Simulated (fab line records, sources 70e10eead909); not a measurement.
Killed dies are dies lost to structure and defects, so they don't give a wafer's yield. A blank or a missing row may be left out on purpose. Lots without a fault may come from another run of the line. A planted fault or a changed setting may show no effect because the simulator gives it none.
fab line records | flow nand_harc | part 2 of 2: steps 22 to 29 of 29
record lots=5 wafers=15 last_day=24
route steps=1159 shown A_CONTACT@922
lots that met no fault: from a run of the same line without faults
start_h: hours from the record's first day to the start of the lot's first wafer shown | wait_h: hours since the lot's step before | " the same as in the row above | L1.1+2: a row that stands for several wafers | - no value, or no start given | * or withheld: withheld | < > ~ a bound
route shown NAME@n: a module of which the file shows steps, and the number in the route of the first | usual: mean/standard deviation of fault-free wafers | same: alike in all rows | chamber/n: place in a boat | sites: the reading at each site | _std_site: their standard deviation | _edge_site: outer sites' mean less inner sites' | radius_mm: how far each site lies from the wafer's centre | mask NAME#n: copy n | behind: the tool/chamber that last shaped the wafer | hold: why the lot was held/for how many hours/how that ended | device: the transistor (n, p or np) that didn't switch | end of line: the same wafers' tests at the end of the route | a step without rows: its recipe alone | killed: dies lost to structure and defects at the first sort, not the wafer's yield | map: a wafer's dies, x killed, . not, _ none there
set.NAME: the setting as run; set.NAME@STEP: as run at that earlier step | model.NAME: the simulator's own value behind a step, which no gauge read
lots at some steps of the route; a table a step, a row a wafer
services: from which hour (start_h, from the record's first day; less than 0 if before it) a tool's chamber was out of use, for how many hours, and why
## steps
# step NHARC_A_CONTACT_ETCH_134
# recipe source_w=withheld pressure_mtorr=20 bias_v=withheld time_s=140 target_depth_a=7000 ar_flow_sccm=withheld c4f8_flow_sccm=withheld o2_flow_sccm=withheld chemistry=C4F8/O2/Ar
# columns lot.wafer tool chamber start_h wait_h rf_hours_counter_h
L077.2 har_cap_etch-03 0 393.92 - 88
L077.5 " 1 " " -
L077.6 " 0 " " -
L078.1 har_cap_etch-02 0 422.39 - 16
L078.2 " 1 " " 16
L078.3 " 0 " " -
L085.1 har_cap_etch-01 0 467.40 - 73
L085.4 " 0 " " -
L085.6 " 0 " " -
L093.2 har_cap_etch-03 0 516.32 - 108
L093.3 " 1 " " -
L093.5 " 1 " " -
L097.1 har_cap_etch-02 1 530.29 - 37
L097.2 " 0 " " 37
L097.6 " 0 " " -
# step NHARC_A_CONTACT_ETCH_135
# recipe source_w=withheld pressure_mtorr=20 bias_v=3000 time_s=132 target_depth_a=12870 ar_flow_sccm=withheld c4f8_flow_sccm=withheld o2_flow_sccm=withheld chemistry=C4F8/O2/Ar
# columns lot.wafer tool chamber start_h wait_h rf_hours_counter_h
L077.2 har_cap_etch-03 0 394.10 0.2 88
L077.5 " 1 " " -
L077.6 " 0 " " -
L078.1 har_cap_etch-02 0 422.59 0.2 16
L078.2 " 1 " " 16
L078.3 " 0 " " -
L085.1 har_cap_etch-01 0 467.59 0.2 73
L085.4 " 0 " " -
L085.6 " 0 " " -
L093.2 har_cap_etch-03 0 516.51 0.2 108
L093.3 " 1 " " -
L093.5 " 1 " " -
L097.1 har_cap_etch-02 1 530.49 0.2 37
L097.2 " 0 " " 37
L097.6 " 0 " " -
# step NHARC_A_CONTACT_ETCH_136
# recipe source_w=withheld pressure_mtorr=20 bias_v=3000 time_s=132 target_depth_a=12870 ar_flow_sccm=withheld c4f8_flow_sccm=withheld o2_flow_sccm=withheld chemistry=C4F8/O2/Ar
# columns lot.wafer tool chamber start_h wait_h rf_hours_counter_h
L077.2 har_cap_etch-03 0 394.23 0.1 88
L077.5 " 1 " " -
L077.6 " 0 " " -
L078.1 har_cap_etch-02 0 422.72 0.1 16
L078.2 " 1 " " 16
L078.3 " 0 " " -
L085.1 har_cap_etch-01 0 467.71 0.1 74
L085.4 " 0 " " -
L085.6 " 0 " " -
L093.2 har_cap_etch-03 0 516.63 0.1 108
L093.3 " 1 " " -
L093.5 " 1 " " -
L097.1 har_cap_etch-02 1 530.61 0.1 37
L097.2 " 0 " " 37
L097.6 " 0 " " -
# step NHARC_A_CONTACT_ETCH_137
# recipe source_w=withheld pressure_mtorr=20 bias_v=3000 time_s=132 target_depth_a=12870 ar_flow_sccm=withheld c4f8_flow_sccm=withheld o2_flow_sccm=withheld chemistry=C4F8/O2/Ar
# columns lot.wafer tool chamber start_h wait_h rf_hours_counter_h
L077.2 har_cap_etch-03 0 394.35 0.1 88
L077.5 " 1 " " -
L077.6 " 0 " " -
L078.1 har_cap_etch-02 0 422.84 0.1 17
L078.2 " 1 " " 17
L078.3 " 0 " " -
L085.1 har_cap_etch-01 0 467.84 0.1 74
L085.4 " 0 " " -
L085.6 " 0 " " -
L093.2 har_cap_etch-03 0 516.75 0.1 108
L093.3 " 1 " " -
L093.5 " 1 " " -
L097.1 har_cap_etch-02 1 530.73 0.1 37
L097.2 " 0 " " 37
L097.6 " 0 " " -
# step NHARC_A_CONTACT_ETCH_138
# recipe source_w=withheld pressure_mtorr=20 bias_v=3000 time_s=132 target_depth_a=12890 ar_flow_sccm=withheld c4f8_flow_sccm=withheld o2_flow_sccm=withheld chemistry=C4F8/O2/Ar
# columns lot.wafer tool chamber start_h wait_h rf_hours_counter_h
L077.2 har_cap_etch-03 0 394.47 0.1 88
L077.5 " 1 " " -
L077.6 " 0 " " -
L078.1 har_cap_etch-02 0 422.96 0.1 17
L078.2 " 1 " " 17
L078.3 " 0 " " -
L085.1 har_cap_etch-01 0 467.96 0.1 74
L085.4 " 0 " " -
L085.6 " 0 " " -
L093.2 har_cap_etch-03 0 516.88 0.1 108
L093.3 " 1 " " -
L093.5 " 1 " " -
L097.1 har_cap_etch-02 1 530.85 0.1 38
L097.2 " 0 " " 38
L097.6 " 0 " " -
# step NHARC_A_CONTACT_ETCH_139
# recipe source_w=withheld pressure_mtorr=20 bias_v=400 time_s=137 target_depth_a=5900 ar_flow_sccm=withheld c4f8_flow_sccm=11.5 o2_flow_sccm=7.2 chemistry=C4F8/O2/Ar
# columns lot.wafer tool chamber start_h wait_h rf_hours_counter_h
L077.2 har_cap_etch-03 0 394.62 0.1 88
L077.5 " 1 " " -
L077.6 " 0 " " -
L078.1 har_cap_etch-02 0 423.08 0.1 17
L078.2 " 1 " " 17
L078.3 " 0 " " -
L085.1 har_cap_etch-01 0 468.10 0.1 74
L085.4 " 0 " " -
L085.6 " 0 " " -
L093.2 har_cap_etch-03 0 517.02 0.1 108
L093.3 " 1 " " -
L093.5 " 1 " " -
L097.1 har_cap_etch-02 1 530.98 0.1 38
L097.2 " 0 " " 38
L097.6 " 0 " " -
# step NHARC_A_CONTACT_ETCH_92
# recipe target_depth_a=400 over_etch_frac=0.5 time_s=85.7 ion_energy_ev=120 ch3f_flow_sccm=50 o2_flow_sccm=30 ar_flow_sccm=200 rf_w=500 bias_w=100 chemistry=CH3F/O2
# usual drypump_motor_current_A=5.5/0.31 oes_product_au=0.946/0.03 rf_vpp_V=244.2/1.6 showerhead_plenum_p_Torr=2.45/0.11 throttle_valve_pct=20.663/0.0096
# columns lot.wafer tool chamber start_h wait_h drypump_motor_current_A oes_product_au rf_hours_counter_h rf_vpp_V showerhead_plenum_p_Torr throttle_valve_pct
L077.2 rie_diel-11 2 395.01 0.4 5.8 0.947 4 246.1 2.58 20.678
L077.5 " 0 " " 5.6 0.948 - 240.6 2.27 20.661
L077.6 " 1 " " 5.1 0.948 - 245.8 2.54 20.659
L078.2 rie_diel-11 2 423.48 0.3 5.9 0.939 7 246.7 2.58 20.669
L078.3 " 3 " " 5.7 0.917 7 242.8 2.40 20.673
L078.1 " 0 " " 5.6 0.927 8 240.9 2.27 20.664
L085.1 rie_diel-11 1 468.48 0.3 5.1 0.944 19 245.1 2.53 20.650
L085.4 " 3 " " 5.7 0.932 18 242.6 2.39 20.653
L085.6 " 1 " " 5.1 0.953 - 246.2 2.53 20.679
L093.2 rie_diel-01 3 517.38 0.3 5.1 0.911 7 244.6 2.51 20.659
L093.3 " 0 " " 5.5 0.927 6 243.2 2.43 20.667
L093.5 " 0 " " 5.5 0.925 - 243.4 2.43 20.683
L097.1 rie_diel-11 2 531.53 0.5 5.9 0.939 27 245.4 2.57 20.654
L097.2 " 0 " " 5.6 0.931 30 242.5 2.27 20.661
L097.6 " 2 " " 5.9 0.941 - 244.7 2.57 20.663
# step NHARC_A_CONTACT_ETCH_98
# recipe target_depth_a=200 over_etch_frac=0.5 time_s=10 ion_energy_ev=250 c4f6_flow_sccm=25 o2_flow_sccm=20 ar_flow_sccm=500 rf_w=600 bias_w=500 chemistry=C4F6/O2
# usual drypump_motor_current_A=5.5/0.32 oes_product_au=0.971/0.022 rf_vpp_V=547/3.5 showerhead_plenum_p_Torr=3.91/0.16 throttle_valve_pct=26.903/0.009
# columns lot.wafer tool chamber start_h wait_h drypump_motor_current_A oes_product_au rf_hours_counter_h rf_vpp_V showerhead_plenum_p_Torr throttle_valve_pct
L077.2 rie_diel-11 0 - - 5.6 0.987 5 541 3.65 26.900
L077.6 " 2 " " 5.9 0.957 - 550 4.10 26.908
L077.5 " 3 " " 5.7 0.949 - 545 3.83 26.896
L078.2 rie_diel-11 0 - - 5.6 0.969 8 541 3.64 26.885
L078.1 " 1 " " 5.1 0.967 7 549 4.04 26.902
L078.3 " 2 " " 5.9 0.968 7 549 4.10 26.917
L085.1 rie_diel-11 0 - - 5.6 0.975 19 541 3.64 26.901
L085.4 " 1 " " 5.0 0.986 19 549 4.03 26.906
L085.6 " 2 " " 5.8 0.972 - 551 4.10 26.909
L093.3 rie_diel-01 3 - - 5.0 0.949 7 548 4.01 26.893
L093.2 " 1 " " 5.6 0.945 6 550 4.14 26.905
L093.5 " 2 " " 5.7 0.923 - 547 3.96 26.901
L097.2 rie_diel-11 2 - - 5.8 0.961 27 551 4.09 26.902
L097.1 " 0 " " 5.6 0.941 30 541 3.63 26.901
L097.6 " 2 " " 5.9 0.956 - 550 4.09 26.897
## services
# columns tool chamber start_h hours kind
rie_diel-11 - 367.16 9.0 pm
arfi_scanner-01 - 368.00 4.0 pm
wet_bench-01 - 389.61 8.0 pm
arfi_scanner-02 - 391.44 2.6 repair
pecvd-01 2 401.50 17.3 repair
rie_diel-01 1 402.50 4.2 repair
arfi_scanner-02 - 413.40 0.7 repair
pecvd-01 - 418.21 13.0 pm
rie_diel-01 0 427.90 15.1 repair
arfi_scanner-02 - 428.00 4.0 pm
rie_diel-01 3 436.30 5.6 repair
litho_track-01 - 443.00 7.0 pm
pecvd-02 2 446.75 8.0 repair
pecvd-01 - 457.06 0.3 repair
litho_track-06 - 467.00 7.0 pm
rie_diel-01 2 468.70 7.5 repair
arfi_scanner-03 - 471.61 0.3 repair
acl_dep-01 - 474.91 13.0 pm
arfi_scanner-03 - 484.02 4.0 pm
litho_track-04 - 491.00 7.0 pm
pecvd-01 - 491.13 12.2 repair
rie_diel-01 - 491.80 9.0 pm
rie_diel-11 0 495.03 1.5 repair
pecvd-02 - 515.00 13.0 pm
